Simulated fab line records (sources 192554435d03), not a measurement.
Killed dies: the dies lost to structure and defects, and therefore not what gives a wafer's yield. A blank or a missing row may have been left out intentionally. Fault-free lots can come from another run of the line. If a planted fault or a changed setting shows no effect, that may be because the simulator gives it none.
The same fault as seen by 3 desks    flow n5_finfet    every desk sees just its own numbers, and what lay behind them comes last

AT THE METROLOGY DESK
What the gauges read for every lot (on any tool): the sampled wafers with a number, averaged. A lot is out of limits, marked OUT, if its mean lies more than 4 standard deviations from the usual mean; the brackets give that distance. Of its 10 readings 7 are shown: those that lie furthest out on some lot.
Columns: A = DIBL_N at N5_BEOL_M4_RC_MEAS_101, usual 36.3 mV/V; B = DIBL_P at N5_BEOL_M4_RC_MEAS_101, usual 36.5 mV/V; C = IOFF_N at N5_BEOL_M4_RC_MEAS_101, usual 0.16 nA/um; D = IOFF_P at N5_BEOL_M4_RC_MEAS_101, usual 0.22 nA/um; E = ION_N at N5_BEOL_M4_RC_MEAS_101, usual 677 uA/um; F = SS_N at N5_BEOL_M4_RC_MEAS_101, usual 71.5 mV/dec; G = VT_N at N5_BEOL_M4_RC_MEAS_101, usual 249 mV
lot   first seen here  A     B     C     D     E    F     G
L680  day 10 15:43     38.2  38.5  0.19  0.24  694  71.7  247
L685  day 10 20:47     39.1  37.7  0.17  0.22  677  72.4  250
L686  day 11 08:43     35.9  35.2  0.16  0.22  671  71.0  250
L688  day 11 23:54     38.2  37.2  0.17  0.24  679  72.6  251
L691  day 12 03:20     36.5  35.6  0.15  0.22  671  70.9  251
L693  day 12 17:35     35.5  35.8  0.16  0.21  677  71.3  248
L696  day 13 19:41     32.8  32.8  0.11  0.16  654  70.6  255
L697  day 14 04:28     36.2  36.9  0.16  0.24  682  71.6  248
This desk's verdict: no lot among the 8 shows anything out of limits.

THE DEFECT DESK
Per lot, the means of the sampled wafers with a number show what the inspections along the route counted. A lot is out of limits, marked OUT, if its mean lies more than 4 standard deviations from the usual mean; the brackets give that distance.
Columns: A = raw_defect_count at N5_BEOL_M0_SAQP_INSPECT_16, usual 443
lot   first seen here  A
L680  day 6 19:23      404
L685  day 8 01:45      331
L686  day 8 05:06      629
L688  day 8 18:03      651
L691  day 9 11:44      476
L693  day 10 01:08     488
L696  day 10 13:57     400
L697  day 11 01:20     409
This desk's verdict: no lot among the 8 shows anything out of limits.

THE TOOL OWNER'S DESK: rie_si-02
The tool's own readings at N5_BEOL_M0_SAQP_MANDREL_ETCH_103 (etches a-Si in HBr/Cl2, stops on SiCN, target depth 45 nm, bt time 10 s, time 27 s): means of the sampled wafers that have a number, for each lot that ran on this tool. A lot is out of limits, marked OUT, if its mean lies more than 4 standard deviations from the usual mean; the brackets give that distance.
Columns: A = bias_w at N5_BEOL_M0_SAQP_MANDREL_ETCH_103, usual 75.01 W; B = drypump_motor_current_A at N5_BEOL_M0_SAQP_MANDREL_ETCH_103, usual 5.7 A; C = oes_product_au at N5_BEOL_M0_SAQP_MANDREL_ETCH_103, usual 0.678 a.u.; D = rf_fwd_power_W at N5_BEOL_M0_SAQP_MANDREL_ETCH_103, usual 794.2 W; E = throttle_valve_pct at N5_BEOL_M0_SAQP_MANDREL_ETCH_103, usual 35.51 %
lot   first seen here  A      B    C                 D      E
L680  day 6 21:37      75.02  5.9  0.676             796.5  35.43
L685  day 8 04:50      75.08  5.7  0.683             799.2  35.16
L686  day 8 07:17      75.21  5.9  0.580 (-8.9) OUT  796.4  35.80
L688  day 8 22:08      75.02  6.1  0.585 (-8.4) OUT  794.7  35.70
This desk's finding: out of limits on L686, L688; first on L686, day 8 07:17 (oes_product_au at N5_BEOL_M0_SAQP_MANDREL_ETCH_103). In limits: L680, L685.

ALL TOGETHER
The tool owner's desk had the chance to raise an alarm at day 8 07:17 on L686, L688.
At the metrology desk, nothing out of limits was observed.
The defect desk saw nothing out of limits.
The metrology desk has L686, L688 on record, within its limits.
The defect desk has L686, L688 on record, within its limits.
N5_BEOL_M0_SAQP_MANDREL_ETCH_103 was run on rie_si-02 by each of the lots named.

WHAT WAS PUT IN BY THE SIMULATOR
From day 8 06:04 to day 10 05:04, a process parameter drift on rie_si-02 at N5_BEOL_M0_SAQP_MANDREL_ETCH_103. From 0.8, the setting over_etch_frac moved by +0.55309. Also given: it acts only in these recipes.
Lots struck among those shown: L686, L688.
Each desk's first reading out of limits, in hours after the fault started: the tool owner's desk, 1.
